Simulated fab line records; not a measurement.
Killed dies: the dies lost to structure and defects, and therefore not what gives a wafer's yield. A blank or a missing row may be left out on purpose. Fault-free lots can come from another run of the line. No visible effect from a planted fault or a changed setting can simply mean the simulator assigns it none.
Chamber matching :: flow nandHarc :: NHARC_P_M0_CMP_23 on cmp-01: 4 sister chambers
The step polishes, t overpolish 20 s, target thk 117.54 nm. 4 wafers are shown with their chamber, then 8 later ones without.

== EACH WAFER AND ITS CHAMBER ==
wafer: L088.6
chamber: 1
motorCurrentA (A): 10.6

wafer: L091.2
chamber: 0
motorCurrentA (A): 12.3

wafer: L091.5
chamber: 2
motorCurrentA (A): 9.6

wafer: L092.1
chamber: 3
motorCurrentA (A): 10.5

== WAFERS MISSING THEIR CHAMBER ==
wafer: L092.3
motorCurrentA (A): 10.3

wafer: L092.4
motorCurrentA (A): 11.9

wafer: L093.1
motorCurrentA (A): 10.5

wafer: L093.2
motorCurrentA (A): 11.1

wafer: L093.6
motorCurrentA (A): 9.9

wafer: L094.2
motorCurrentA (A): 9.6

wafer: L094.3
motorCurrentA (A): 11.2

wafer: L094.4
motorCurrentA (A): 11.8

== THE CHAMBER EACH PASSED THROUGH ==
wafer: L092.3
from the rows above: can't be placed: 3 or 1 or 2
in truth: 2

wafer: L092.4
from the rows above: 0
in truth: 0

wafer: L093.1
from the rows above: can't be placed: 3 or 1
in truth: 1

wafer: L093.2
from the rows above: can't be placed: 1 or 3 or 0
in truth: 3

wafer: L093.6
from the rows above: can't be placed: 2 or 3 or 1
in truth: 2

wafer: L094.2
from the rows above: 2
in truth: 2

wafer: L094.3
from the rows above: can't be placed: 1 or 3 or 0
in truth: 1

wafer: L094.4
from the rows above: can't be placed: 0 or 1
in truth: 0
2 of 8 placed correctly. Unplaceable from these rows: 6, with the true chamber sitting among the candidates in 6. Placed wrongly: 0.
How it was worked out, from the rows above alone: a wafer's distance from a chamber is the root of the sum, over the readings, of the square of ((its reading less the chamber's mean) divided by the reading's scatter). The wafer belongs to the nearest chamber; if the next one is less than 2 further off, it can't be placed. A chamber's mean is the mean of its shown wafers. The scatter (one wafer shown for each chamber): square how far every hidden wafer sits from the nearest shown wafer, average those squares and take the square root.
